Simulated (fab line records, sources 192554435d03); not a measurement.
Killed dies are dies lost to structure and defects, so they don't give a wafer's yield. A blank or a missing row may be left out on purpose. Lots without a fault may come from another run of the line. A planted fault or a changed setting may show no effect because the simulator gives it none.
fab line records | flow n5_finfet
record lots=5 wafers=15 last_day=17
route steps=1938 shown BEOL_M15@1797 PASSIVATION@1936
lots that met no fault: from a run of the same line without faults
start_h: hours from the record's first day to the start of the lot's first wafer shown | wait_h: hours since the lot's step before | " the same as in the row above | L1.1+2: a row that stands for several wafers | - no value, or no start given | * or withheld: withheld | < > ~ a bound
route shown NAME@n: a module of which the file shows steps, and the number in the route of the first | usual: mean/standard deviation of fault-free wafers | same: alike in all rows | chamber/n: place in a boat | sites: the reading at each site | _std_site: their standard deviation | _edge_site: outer sites' mean less inner sites' | radius_mm: how far each site lies from the wafer's centre | mask NAME#n: copy n | behind: the tool/chamber that last shaped the wafer | hold: why the lot was held/for how many hours/how that ended | device: the transistor (n, p or np) that didn't switch | end of line: the same wafers' tests at the end of the route | a step without rows: its recipe alone | killed: dies lost to structure and defects at the first sort, not the wafer's yield | map: a wafer's dies, x killed, . not, _ none there
set.NAME: the setting as run; set.NAME@STEP: as run at that earlier step | model.NAME: the simulator's own value behind a step, which no gauge read
lots at some steps of the route; a table a step, a row a wafer
services: from which hour (start_h, from the record's first day; less than 0 if before it) a tool's chamber was out of use, for how many hours, and why
## steps
# step N5_BEOL_M15_COAT_22
# recipe spin_rpm=1704 resist_thk_nm=800
# step N5_BEOL_M15_EBR_24
# recipe solvent=PGMEA ebr_width_mm=1.5
# step N5_BEOL_M15_SOFTBAKE_23
# recipe temp_c=130 time_s=60
# step N5_BEOL_M15_EXPOSE_25
# recipe mask_id=M15 na=0.8 source_shape=annular sigma_inner=0.5 sigma_outer=0.8 polarization=unpolarized target_cd_nm=400 dose_mj=35.5
# step N5_BEOL_M15_PEB_26
# recipe peb_temp_c=130 peb_time_s=90
# step N5_BEOL_M15_DEVELOP_27
# recipe develop_time_s=45 rinse_liquid=diw dry=air_spin dev_temp_c=21
# step N5_BEOL_M15_HARDBAKE_32
# recipe temp_c=130 time_s=120
# step N5_BEOL_M15_DESCUM_33
# recipe chemistry=O2 time_s=7.9 source_power_w=50 bias_power_w=20 pressure_mtorr=20 rf_frequency_hz=2.712e+07 temp_c=40 o2_flow_sccm=225
# step N5_BEOL_M15_ETCH_61
# recipe chemistry=N2/H2 target=BARC target_depth_a=890 overetch_a=267 time_s=67.9 ion_energy_ev=200 pressure_mtorr=30 source_w=840 bias_w=150 n2_flow_sccm=200 h2_flow_sccm=200
# step N5_BEOL_M15_TRENCH_ETCH_34
# recipe chemistry=C4F8/O2/Ar target=SiO2 target_depth_a=8729.3 he_inner_torr=15 he_outer_torr=30 time_s=199 ion_energy_ev=800 pressure_mtorr=20 source_w=1905 bias_w=2040 Ar_flow_sccm=400 C4F8_flow_sccm=16 O2_flow_sccm=12
# usual drypump_motor_current_A=5.6/0.41 he_outer_torr=30.00/0.059 oes_product_au=0.77/0.094 rf_vpp_V=2221/45 showerhead_plenum_p_Torr=3.40/0.1 throttle_valve_pct=30.9/0.31 time_s=199/0
# columns lot.wafer tool chamber start_h wait_h drypump_motor_current_A he_outer_torr oes_product_au rf_hours_counter_h rf_vpp_V showerhead_plenum_p_Torr throttle_valve_pct time_s model.etch.depth_nm model.coat_of_BEOL_M15_COAT_22.thk_nm
L738.1 rie_diel-01 0 283.36 0.0 6.4 29.99 0.71 206 2277 3.38 30.5 199 842.3 545.8
L738.3 " 3 " " 6.1 29.96 0.70 231 2168 3.26 31.5 199 878.2 537.8
L738.4 " 1 " " 5.3 29.91 0.73 187 2298 3.26 31.0 199 861.1 547
L745.1 rie_diel-03 3 320.00 0.0 5.2 29.88 0.71 196 2132 3.28 31.1 199 839.7 551.6
L745.5 " 0 " " 5.4 30.04 0.71 - 2248 3.51 31.0 199 862 544.4
L745.6 " 1 " " 5.1 30.02 0.94 - 2192 3.38 31.2 199 906.5 538
L755.1 rie_diel-02 2 387.84 0.0 5.9 29.93 0.69 195 2203 3.43 30.9 139.3 590.2 602.8
L755.2 " 0 " " 5.6 30.00 0.84 56 2237 3.51 30.8 139.3 613.4 597.8
L755.6 " 3 " " 5.3 29.92 0.78 - 2249 3.45 30.8 139.3 619.8 593.6
L758.3 rie_diel-02 0 388.11 0.0 5.6 30.05 0.84 56 2238 3.51 30.8 139.3 614.1 598.2
L758.4 " 3 " " 5.3 30.00 0.77 135 2249 3.45 30.8 139.3 609.2 595.8
L758.5 " 3 " " 5.3 29.98 0.78 - 2246 3.45 30.8 139.3 615 594.2
L757.3 rie_diel-01 3 403.32 0.0 6.1 30.03 0.94 14 2204 3.64 31.4 139.3 628.3 590.8
L757.4 " 0 " " 6.4 29.96 0.69 247 2275 3.36 30.6 139.3 603.2 600.4
L757.6 " 2 " " 6.1 30.10 0.68 - 2224 3.50 30.3 139.3 588.2 602.4
# step N5_BEOL_M15_STRIP_36
# recipe chemistry=O2 power_w=600 temp_c=60 pressure_mtorr=30 rf_frequency_hz=6e+07 bias_power_w=0 overash_fraction=0.3 o2_flow_sccm=225
# step N5_BEOL_M15_STRIP_62
# recipe chemistry=O2 power_w=600 temp_c=60 pressure_mtorr=30 rf_frequency_hz=6e+07 bias_power_w=0 overash_fraction=0.3 o2_flow_sccm=225
# step N5_BEOL_M15_STRIP_37
# recipe chemistry=O2 power_w=600 temp_c=60 pressure_mtorr=30 rf_frequency_hz=6e+07 bias_power_w=0 overash_fraction=0.3 o2_flow_sccm=225
# step N5_BEOL_M15_ETCH_38
# recipe chemistry=CF4/N2 target=SiCN target_depth_a=1064 taper_deg=2 time_s=120.5 ion_energy_ev=150 mask_material=SiO2 pressure_mtorr=40 source_w=430 bias_w=70 Ar_flow_sccm=100 cf4_flow_sccm=60 n2_flow_sccm=60
# step N5_BEOL_M15_PRECLEAN_39
# recipe chemistry=residue_remover time_s=60 temp_c=40
# step N5_BEOL_M15_SRD_40
# recipe time_s=30 temp_c=23 rinse_liquid=diw dry=n2_spin spin_rpm=1500 dry_time_s=30
# step N5_BEOL_M15_DEGAS_41
# recipe ambient=vacuum temp_c=300 time_s=60
# step N5_BEOL_M15_PRE_CLEAN_42
# recipe gas=H2/He time_s=30 temp_c=300
# step N5_BEOL_M15_SPUTTER_43
# recipe material=TaN target_thk_a=150 temp_c=50 bias_v=168.6 power_w=15000 chamber_pressure_pa=0.12 time_s=24.19
# step N5_BEOL_M15_SPUTTER_44
# recipe material=Ta target_thk_a=150 temp_c=50 bias_v=80 power_w=15000 chamber_pressure_pa=0.07 time_s=24.19
# step N5_BEOL_M15_SPUTTER_45
# recipe material=Cu target_thk_a=1000 temp_c=-20 bias_v=60 power_w=26000 chamber_pressure_pa=0.13 time_s=16.67
# step N5_BEOL_M15_ECD_47
# recipe material=Cu target_thk_a=18600
# step N5_BEOL_M15_ANNEAL_48
# recipe temp_c=225 time_s=90 ambient=N2
# step N5_BEOL_M15_CMP_49
# recipe stop_on=SiO2 t_overpolish_s=4.9 down_force_psi=2 platen_rpm=80 clearing_platen_down_force_psi=2 clearing_platen_rpm=80 post_cmp_clean=cu_alkaline target_thk_nm=850 clearing_platen_pad_velocity_m_s=1.5917 pad_velocity_m_s=1.5917
# usual motor_current_A=8.2/0.85 pad_life_wafers=1018/490
# columns lot.wafer tool chamber start_h wait_h motor_current_A pad_life_wafers model.Cu_of_BEOL_M15_ECD_47.thk_nm
L738.4 cmp-02 1 286.32 0.1 8.7 240 836.8
L738.3 " 3 " " 7.3 242 856
L738.1 " 0 " " 9.6 243 818.8
L745.1 cmp-04 0 324.41 0.4 8.5 819 821.2
L745.6 " 1 " " 9.2 - 882.2
L745.5 " 2 " " 6.6 - 837.8
L755.1 cmp-04 0 390.86 0.3 8.2 1345 570.8
L755.2 " 2 " " 6.9 1347 588.8
L755.6 " 0 " " 8.5 - 600.8
L758.3 cmp-03 2 391.14 0.2 8.1 1993 590.8
L758.4 " 3 " " 7.7 1994 586.2
L758.5 " 1 " " 9.7 - 590
L757.4 cmp-02 2 406.05 0.2 8.0 1153 582.6
L757.3 " 0 " " 9.1 1155 604.6
L757.6 " 2 " " 7.7 - 568.8
# step N5_BEOL_M15_THK_MEAS_50
# recipe thk_meas_gauge=xrf reads=Cu_of_BEOL_M15_ECD_47
# usual M15_THK=846/22
# columns lot.wafer tool chamber start_h wait_h M15_THK[nm]
L738.1 film_metro-02 - 286.61 - 822
L738.3 " - " " 861
L738.4 " - " " 842
L745.1 film_metro-01 - 324.59 - 829
L745.5 " - " " 849
L745.6 " - " " 898
L755.1 film_metro-01 - 391.12 - 574
L755.2 " - " " 592
L755.6 " - " " 605
L758.3 film_metro-02 - 391.40 - 585
L758.4 " - " " 582
L758.5 " - " " 587
L757.3 film_metro-01 - 406.31 - 610
L757.4 " - " " 588
L757.6 " - " " 572
# step N5_BEOL_M15_PRE_CLEAN_52
# recipe gas=NH3 time_s=15 temp_c=withheld rf_power_w=300
# step N5_BEOL_M15_DEP_53
# recipe material=SiCN target_thk_a=500 temp_c=withheld precursor=3MS/NH3 pressure_torr=3 rf_w=675 time_s=17.8
# step N5_BEOL_M15_RS_MEAS_54
# recipe thk_meas_gauge=four-point-probe reads=Cu_of_BEOL_M15_ECD_47+Ta_of_BEOL_M15_SPUTTER_44+TaN_of_BEOL_M15_SPUTTER_43
# usual M15_RS=0.0218/0.00055
# columns lot.wafer tool chamber start_h wait_h M15_RS[ohm/sq]
L738.1 film_metro-02 - 286.77 0.1 0.0225
L738.3 " - " " 0.0214
L738.4 " - " " 0.0219
L745.1 film_metro-02 - 324.72 0.0 0.0224
L745.5 " - " " 0.0219
L745.6 " - " " 0.0208
L755.1 film_metro-02 - 391.25 0.0 0.0324
L755.2 " - " " 0.0314
L755.6 " - " " 0.0308
L758.3 film_metro-01 - 391.53 0.1 0.0312
L758.4 " - " " 0.0314
L758.5 " - " " 0.0313
L757.3 film_metro-02 - 406.47 0.1 0.0305
L757.4 " - " " 0.0317
L757.6 " - " " 0.0326
# step N5_PASSIVATION_PROBE_49
# usual defect_limited_yield=91.3/1.4 killed_at_M0_to_M3=33/9.9 killed_at_M4_up=15/5.6 killed_at_contacts=13/5.7 killed_at_front_end=38/12 killed_at_other=4/3.1 killed_dies=103/17 killed_open=66/13 killed_short=32/7.8 sort_bin_5_function=5.1/0.95 sort_bin_6_memory=3.2/0.68 sort_bin_8_speed=0.02/0.22 sort_n_pass=1077/17
# same gross_dies=1180 killed_at_back_side=0 sort_bin_4_leakage[%]=0
# columns lot.wafer tool chamber start_h wait_h defect_limited_yield[%] killed_at_M0_to_M3 killed_at_M4_up killed_at_contacts killed_at_front_end killed_at_other killed_dies killed_open killed_short sort_bin_5_function[%] sort_bin_6_memory[%] sort_bin_8_speed[%] sort_n_pass
L738.1 prober-02 - 299.44 0.0 90.1 49 16 13 37 2 117 74 40 6.0 3.9 0 1063
L738.3 prober-02 - 299.54 0.1 92.8 36 10 6 31 2 85 63 21 4.8 1.8 0 1095
L738.4 prober-02 - 299.59 0.2 91.0 41 18 11 33 3 106 73 33 5.3 3.3 0 1074
L745.1 prober-01 - 340.32 0.0 90.0 50 15 7 42 4 118 60 51 5.8 3.6 0 1062
L745.5 prober-01 - 340.52 0.2 93.3 32 16 11 18 2 79 51 24 3.6 2.9 0 1101
L745.6 prober-01 - 340.57 0.3 91.6 37 26 11 24 1 99 70 24 5.3 2.9 0 1081
L758.3 prober-02 - 406.25 0.1 93.1 25 11 15 23 7 81 60 16 3.8 2.6 0 1099
L758.4 prober-02 - 406.30 0.2 93.8 19 18 12 22 2 73 40 29 3.1 2.5 0.08 1107
L758.5 prober-02 - 406.35 0.2 92.7 23 13 13 36 1 86 48 33 4.7 2.3 0.08 1094
L755.1 prober-01 - 408.14 0.0 89.8 31 27 10 52 0 120 73 38 5.2 4.1 0.51 1060
L755.2 prober-01 - 408.19 0.1 91.9 24 16 6 44 6 96 57 35 5.3 2.5 0 1084
L755.6 prober-01 - 408.39 0.3 92.2 32 11 6 43 0 92 58 28 4.7 2.8 0 1088
L757.3 prober-01 - 419.10 0.1 90.3 24 16 12 58 5 115 65 43 4.9 4.3 0.25 1065
L757.4 prober-01 - 419.15 0.2 90.8 44 18 5 34 8 109 75 29 4.8 3.6 0.34 1071
L757.6 prober-01 - 419.25 0.3 89.0 41 18 17 49 5 130 76 43 5.8 4.2 0.51 1050
# killed by level:class
L738.1 FIN_SAQP:geometric_particle:short=15 BEOL_M0_SAQP:geometric_particle:open=13 MOL_CONTACT_COAG:geometric_particle:open=12 BEOL_M0_SAQP:geometric_particle:short=10 BEOL_M2:geometric_particle:open=7 BEOL_M3:geometric_particle:open=7 BEOL_M1:geometric_particle:open=5 BEOL_M4:geometric_particle:open=5
L738.3 BEOL_M2:geometric_particle:open=10 BEOL_M3:geometric_particle:open=9 BEOL_M1:geometric_particle:open=7 STI_FIN_REVEAL:geometric_particle:open=5 BEOL_M4:geometric_particle:open=5 FIN_SAQP:geometric_particle:open=4 DUMMY_GATE:geometric_particle:open=4 ILD0:geometric_particle:short=4
L738.4 BEOL_M0_SAQP:geometric_particle:open=11 FIN_SAQP:geometric_particle:short=10 BEOL_M5:geometric_particle:open=10 MOL_CONTACT_COAG:geometric_particle:open=9 BEOL_M2:geometric_particle:open=8 DUMMY_GATE:geometric_particle:open=7 BEOL_M1:geometric_particle:open=7 FIN_SAQP:geometric_particle:open=4
L745.1 BEOL_M3:geometric_particle:open=10 FIN_SAQP:geometric_particle:short=9 BEOL_M2:geometric_particle:open=9 BEOL_M0_SAQP:geometric_particle:short=6 STI_FIN_REVEAL:geometric_particle:open=5 BEOL_M0_SAQP:geometric_particle:open=5 BEOL_M1:geometric_particle:open=5 STARTING-WAFER:geometric_particle:short=5
L745.5 MOL_CONTACT_COAG:geometric_particle:open=10 STI_FIN_REVEAL:geometric_particle:open=9 BEOL_M0_SAQP:geometric_particle:short=9 BEOL_M0_SAQP:geometric_particle:open=6 BEOL_M4:geometric_particle:open=4 BEOL_M5:geometric_particle:open=4 FIN_SAQP:geometric_particle:short=3 BEOL_M0:geometric_particle:open=3
L745.6 BEOL_M4:geometric_particle:open=12 STI_FIN_REVEAL:geometric_particle:open=10 MOL_CONTACT_COAG:geometric_particle:open=9 BEOL_M3:geometric_particle:open=9 BEOL_M0_SAQP:geometric_particle:short=6 BEOL_M2:geometric_particle:open=6 BEOL_M5:geometric_particle:open=5 FIN_SAQP:geometric_particle:open=4
L758.3 MOL_CONTACT_COAG:geometric_particle:open=13 STI_FIN_REVEAL:geometric_particle:open=9 BEOL_M2:geometric_particle:open=9 BEOL_M4:geometric_particle:open=8 BEOL_M1:geometric_particle:open=7 MIM_TOP:geometric_particle:short=4 BEOL_M0_SAQP:geometric_particle:open=3 BEOL_M6:geometric_particle:open=3
L758.4 BEOL_M2:geometric_particle:open=7 MOL_CONTACT_COAG:geometric_particle:open=7 GATE_CUT:geometric_particle:short=6 FIN_SAQP:geometric_particle:short=5 MOL_CONTACT_COAG:geometric_particle:short=5 BEOL_M0_SAQP:geometric_particle:short=4 BEOL_M5:geometric_particle:open=4 STI_FIN_REVEAL:geometric_particle:open=3
L758.5 MOL_CONTACT_COAG:geometric_particle:open=10 FIN_SAQP:geometric_particle:open=7 STI_FIN_REVEAL:geometric_particle:open=6 BEOL_M2:geometric_particle:open=6 STARTING-WAFER:geometric_particle:short=5 FIN_SAQP:geometric_particle:short=4 BEOL_M0_SAQP:geometric_particle:short=4 BEOL_M0_SAQP:geometric_particle:open=4
L755.1 FIN_SAQP:geometric_particle:short=16 FIN_SAQP:geometric_particle:open=9 MOL_CONTACT_COAG:geometric_particle:open=8 BEOL_M0_SAQP:geometric_particle:open=8 BEOL_M0_SAQP:geometric_particle:short=7 STI_FIN_REVEAL:geometric_particle:open=6 BEOL_M3:geometric_particle:open=6 BEOL_M5:geometric_particle:open=6
L755.2 DUMMY_GATE:geometric_particle:open=10 FIN_SAQP:geometric_particle:short=8 BEOL_M0_SAQP:geometric_particle:short=8 FIN_SAQP:geometric_particle:open=6 BEOL_M0_SAQP:geometric_particle:open=5 BEOL_M5:geometric_particle:short=4 MOL_CONTACT_COAG:geometric_particle:open=4 STARTING-WAFER:geometric_particle:open=4
L755.6 FIN_SAQP:geometric_particle:open=12 BEOL_M1:geometric_particle:open=10 BEOL_M0_SAQP:geometric_particle:short=8 FIN_SAQP:geometric_particle:short=6 BEOL_M0_SAQP:geometric_particle:open=6 DUMMY_GATE:geometric_particle:open=5 STI_FIN_REVEAL:geometric_particle:open=4 MOL_CONTACT_COAG:geometric_particle:open=4
L757.3 GATE_CUT:geometric_particle:short=10 STI_FIN_REVEAL:geometric_particle:open=9 FIN_SAQP:geometric_particle:open=8 MOL_CONTACT_COAG:geometric_particle:open=8 DUMMY_GATE:geometric_particle:open=7 BEOL_M0_SAQP:geometric_particle:short=7 BEOL_M0_SAQP:geometric_particle:open=6 FIN_SAQP:geometric_particle:short=5
L757.4 STI_FIN_REVEAL:geometric_particle:open=13 BEOL_M0_SAQP:geometric_particle:open=9 BEOL_M1:geometric_particle:open=8 BEOL_M0_SAQP:geometric_particle:short=7 BEOL_M3:geometric_particle:open=7 BEOL_M4:geometric_particle:open=7 BEOL_M2:geometric_particle:open=6 FIN_SAQP:geometric_particle:open=5
L757.6 STI_FIN_REVEAL:geometric_particle:open=15 MOL_CONTACT_COAG:geometric_particle:open=11 BEOL_M0_SAQP:geometric_particle:short=10 BEOL_M0_SAQP:geometric_particle:open=10 FIN_SAQP:geometric_particle:open=6 BEOL_M3:geometric_particle:open=6 BEOL_M15:area_ecd=6 FIN_SAQP:geometric_particle:short=5
## services
# columns tool chamber start_h hours kind
cmp-04 - 261.59 0.5 repair
cmp-02 - 261.76 - consumable_replace:conditioner
cmp-02 - 261.76 - consumable_replace:pad
cmp-04 - 281.53 0.5 repair
rie_diel-02 1 285.26 2.9 repair
cmp-03 - 296.81 5.0 repair
cmp-03 - 304.61 1.0 repair
rie_diel-02 2 311.15 15.1 repair
rie_diel-03 2 315.58 9.5 repair
cmp-02 - 324.79 3.9 repair
cmp-02 - 334.69 4.5 repair
rie_diel-01 3 344.62 - clean
rie_diel-01 3 344.62 - consumable_replace:focus_ring
rie_diel-01 3 344.62 - consumable_replace:showerhead
rie_diel-01 3 344.62 16.0 scheduled_down
rie_diel-01 3 344.62 16.0 vent_cycle
rie_diel-01 - 347.50 0.1 repair
rie_diel-02 - 355.65 15.6 pm
rie_diel-03 0 365.55 - clean
rie_diel-03 0 365.55 - consumable_replace:focus_ring
rie_diel-03 0 365.55 18.1 scheduled_down
rie_diel-03 0 365.55 18.1 vent_cycle
cmp-03 - 383.67 2.2 repair
cmp-04 - 400.56 0.6 repair
## key
first_sign step=N5_BEOL_M15_TRENCH_ETCH_34 reading=time_s direction=down sigmas=99+ usual=* struck=*
effect step=N5_BEOL_M15_THK_MEAS_50 reading=M15_THK direction=down sigmas=12 usual=846 struck=588
effect step=N5_BEOL_M15_RS_MEAS_54 reading=M15_RS direction=up sigmas=18 usual=0.0218 struck=0.0315
model_effect step=N5_BEOL_M15_TRENCH_ETCH_34 value=etch.depth_nm without=870 struck=609
model_effect step=N5_BEOL_M15_CMP_49 value=Cu_of_BEOL_M15_ECD_47.thk_nm without=848 struck=587
met_at N5_BEOL_M15_TRENCH_ETCH_34
struck_wafers L755.1,L755.2,L755.6,L757.3,L757.4,L757.6,L758.3,L758.4,L758.5
onset_between 283.36 387.84
fault kind=recipe_version_skew tool=rie_diel-01,rie_diel-02,rie_diel-03 chamber=- onset_h=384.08 steps=N5_BEOL_M15_TRENCH_ETCH_34 wrong_recipe.time_s=*
